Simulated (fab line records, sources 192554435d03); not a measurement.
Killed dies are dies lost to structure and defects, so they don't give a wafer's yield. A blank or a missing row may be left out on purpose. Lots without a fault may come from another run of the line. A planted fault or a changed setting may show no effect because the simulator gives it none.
Chamber matching | flow n5_finfet | N5_DUMMY_GATE_ETCH_23 on rie_si-04: 4 sister chambers
The step etches poly-Si in HBr/Cl2/O2, target depth 41 nm, time 22.3 s. 14 wafers are shown with their chamber, then 7 later ones without.

WAFERS WITH THEIR CHAMBER
wafer  | chamber | throttle_valve_pct (%) | drypump_motor_current_A (A) | oes_product_au (a.u.)
L075.2 | 2       | 37.28                  | 5.4                         | 1.037
L075.4 | 1       | 37.46                  | 6.1                         | 1.016
L075.5 | 1       | 37.46                  | 6.1                         | 1.011
L078.1 | 1       | 37.47                  | 6.1                         | 1.013
L078.2 | 2       | 37.29                  | 5.5                         | 1.034
L078.4 | 3       | 37.33                  | 6.6                         | 1.000
L082.3 | 3       | 37.33                  | 6.6                         | 0.981
L082.4 | 0       | 36.93                  | 6.2                         | 0.994
L082.6 | 2       | 37.30                  | 5.4                         | 1.034
L091.1 | 0       | 36.92                  | 6.2                         | 1.009
L091.2 | 1       | 37.47                  | 6.0                         | 1.014
L091.4 | 3       | 37.34                  | 6.6                         | 0.990
L093.2 | 0       | 36.92                  | 6.2                         | 0.997
L093.4 | 2       | 37.30                  | 5.5                         | 1.029

SIGNATURES (means of the wafers above)
reading                 | chamber 0 | chamber 1 | chamber 2 | chamber 3 | scatter within a chamber
throttle_valve_pct      | 36.9233   | 37.4650   | 37.2925   | 37.3333   | 0.00713
drypump_motor_current_A | 6.200     | 6.075     | 5.450     | 6.600     | 0.0418
oes_product_au          | 1.00000   | 1.01350   | 1.03350   | 0.99033   | 0.00594
Rule: a wafer's distance from a chamber is the root of the sum, over the readings, of the square of ((its reading less the chamber's mean) divided by the reading's scatter). The wafer belongs to the nearest chamber; if the next one is less than 2 further off, it can't be placed. The scatter: the root of (the sum of the squares of (reading less its chamber's mean) over the shown wafers, divided by (wafers less chambers)).

WAFERS WITHOUT THEIR CHAMBER
wafer  | throttle_valve_pct (%) | drypump_motor_current_A (A) | oes_product_au (a.u.)
L093.6 | 37.32                  | 6.6                         | 0.983
L097.1 | 37.45                  | 6.1                         | 1.013
L097.3 | 37.30                  | 5.5                         | 1.016
L097.6 | 37.30                  | 5.5                         | 1.027
L096.1 | 37.35                  | 6.6                         | 0.989
L096.3 | 36.92                  | 6.2                         | 0.991
L096.4 | 37.30                  | 5.5                         | 1.020

WHICH CHAMBER EACH WENT THROUGH
wafer  | from the rows above | in truth
L093.6 | 3                   | 3
L097.1 | 1                   | 1
L097.3 | 2                   | 2
L097.6 | 2                   | 2
L096.1 | 3                   | 3
L096.3 | 0                   | 0
L096.4 | 2                   | 2
Placed correctly: 7 of 7. Can't be placed from these rows: 0. Placed wrongly: 0.
